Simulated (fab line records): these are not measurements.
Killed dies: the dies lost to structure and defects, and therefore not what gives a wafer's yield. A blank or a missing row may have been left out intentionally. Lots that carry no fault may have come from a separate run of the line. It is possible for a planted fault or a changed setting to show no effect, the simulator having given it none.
Chamber matching	flow nand harc	pecvd-04 running NHARC_P_M0_PRE_CLEAN_31: 3 sister chambers
The step time 12 s. 3 wafers are shown with their chamber, then 7 later ones without.

== WAFERS PAIRED WITH THEIR CHAMBERS ==
wafer	chamber	heater power w (W)
L087.3	0	496
L088.2	1	833
L088.3	2	749

== WAFERS WHOSE CHAMBER IS MISSING ==
wafer	heater power w (W)
L088.6	540
L093.2	509
L093.3	860
L093.5	830
L097.1	741
L097.4	656
L097.6	561

== THE CHAMBER EACH PASSED THROUGH ==
wafer	from the rows above	in truth
L088.6	0	0
L093.2	0	0
L093.3	can't be placed: 1 or 2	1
L093.5	can't be placed: 1 or 2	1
L097.1	can't be placed: 2 or 1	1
L097.4	can't be placed: 2 or 0 or 1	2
L097.6	0	0
Correct placement for 3 of the 7. Can't be placed from these rows: 4 (the true chamber is among the candidates in 4). Wrongly placed: 0.
How it was worked out, from the rows above alone: a wafer's distance from a chamber is the root of the sum, over the readings, of the square of ((its reading less the chamber's mean) divided by the reading's scatter). The wafer belongs to the nearest chamber; if the next one is less than 2 further off, it can't be placed. A chamber's mean is the mean of its shown wafers. The scatter: root of mean squared gap, hidden wafer to nearest shown wafer, with one shown wafer a chamber.
